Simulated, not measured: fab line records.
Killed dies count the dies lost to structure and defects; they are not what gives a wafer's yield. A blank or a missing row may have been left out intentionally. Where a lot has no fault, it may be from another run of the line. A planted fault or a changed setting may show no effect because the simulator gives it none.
Matching of chambers -- flow n5-finfet -- rie-diel-05 running N5_BEOL_M1_ETCH_64: 4 sister chambers
The step etches SOC in N2/H2, target depth 75 nm, overetch 15 nm, time 112.5 s. 8 wafers are shown with their chamber, then 9 later ones without.

## WAFERS PAIRED WITH THEIR CHAMBERS
wafer,chamber,showerhead-plenum-p-Torr (Torr),drypump-motor-current-A (A)
L074.4,1,2.51,5.68
L087.1,1,2.50,5.67
L089.4,0,2.51,5.83
L090.2,3,2.43,6.00
L090.6,0,2.51,5.82
L092.1,2,2.69,5.80
L092.2,3,2.43,6.01
L092.5,2,2.69,5.82

## WAFERS WHOSE CHAMBER IS MISSING
wafer,showerhead-plenum-p-Torr (Torr),drypump-motor-current-A (A)
L095.1,2.69,5.81
L095.2,2.50,5.67
L095.3,2.42,6.01
L094.2,2.42,6.00
L094.3,2.50,5.68
L094.6,2.42,5.99
L097.2,2.42,6.01
L097.4,2.42,6.02
L097.5,2.69,5.82

## WHICH CHAMBER EACH ONE RAN IN
wafer,from the rows above,in truth
L095.1,2,2
L095.2,1,1
L095.3,3,3
L094.2,3,3
L094.3,1,1
L094.6,3,3
L097.2,3,3
L097.4,3,3
L097.5,2,2
Correct placement for 9 of the 9. From these rows, 0 cannot be placed. 0 placed wrongly.
How it was worked out, from the rows above alone: a wafer's distance from a chamber is the root of the sum, over the readings, of the square of ((its reading less the chamber's mean) divided by the reading's scatter). If the next closest chamber is less than 2 further off than the closest, the wafer can't be placed; otherwise it belongs to the closest. The mean given for a chamber averages the wafers shown for that chamber. The scatter: the root of (the sum of the squares of (reading less its chamber's mean) over the shown wafers, divided by (wafers less chambers)).
